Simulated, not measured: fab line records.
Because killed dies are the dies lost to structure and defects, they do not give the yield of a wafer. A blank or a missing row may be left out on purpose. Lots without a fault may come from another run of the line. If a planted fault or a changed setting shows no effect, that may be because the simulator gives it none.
The same fault as seen by 2 desks / flow n5-finfet / every desk sees just its own numbers, and what lay behind them comes last

DESK OF THE TOOL OWNER: uv-cure-03
The tool's own readings at N5_BEOL_M9_CURE_71 (cures SiCOH lowk, time 240 s): means of the sampled wafers that have a number, for each lot that ran on this tool. If a lot's mean is further than 4 standard deviations from the usual mean, the lot is out of limits and carries the mark OUT (the distance appears in the brackets).
Columns: A = lamp-power-pct at N5_BEOL_M9_CURE_71, usual 52.32 %; B = run-length-s at N5_BEOL_M9_CURE_71, usual 286.3 s; C = wafer_temp_C_max at N5_BEOL_M9_CURE_71, usual 386.6
lot=L270; first seen here=day 10 11:57; A=52.34; B=285.5; C=388.1
lot=L289; first seen here=day 14 23:39; A=52.32; B=285.6; C=387.6
Result from this desk: across the 2 lots, nothing is out of limits.

THE METROLOGY DESK
Lot by lot, what the gauges showed, no matter which tool ran the lot: averages of those sampled wafers that carry a number. If a lot's mean is further than 4 standard deviations from the usual mean, the lot is out of limits and carries the mark OUT (the distance appears in the brackets).
Columns: A = M9_ILD_THK at N5_BEOL_M9_THK_MEAS_01, usual 269 nm
lot=L270; first seen here=day 10 12:28; A=266
lot=L271; first seen here=day 10 18:45; A=265
lot=L276; first seen here=day 11 21:31; A=308 (+10) OUT
lot=L277; first seen here=day 12 02:08; A=310 (+11) OUT
lot=L283; first seen here=day 12 20:48; A=269
lot=L284; first seen here=day 13 21:38; A=263
lot=L285; first seen here=day 14 01:56; A=268
lot=L286; first seen here=day 14 18:11; A=272
lot=L289; first seen here=day 15 00:10; A=270
lot=L288; first seen here=day 15 01:36; A=268
Finding of this desk: L276, L277 out of limits, first seen on L276 at day 11 21:31 (M9_ILD_THK at N5_BEOL_M9_THK_MEAS_01). Within limits: L270, L271, L283, L284, L285, L286, L289, L288.

BROUGHT TOGETHER
Metrology desk: alarm possible at day 11 21:31 on L276, L277.
The tool owner's desk saw nothing out of limits.
The tool owner's desk has no number on record for L276, L277.
The lots listed all ran N5_BEOL_M9_CURE_71 on uv-cure-03.

WHAT THE SIMULATOR HAD INSERTED
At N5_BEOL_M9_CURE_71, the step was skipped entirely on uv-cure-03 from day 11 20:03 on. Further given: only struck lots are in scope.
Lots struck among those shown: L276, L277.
Delay in hours, fault start to first out-of-limits reading, per desk: metrology desk 1.
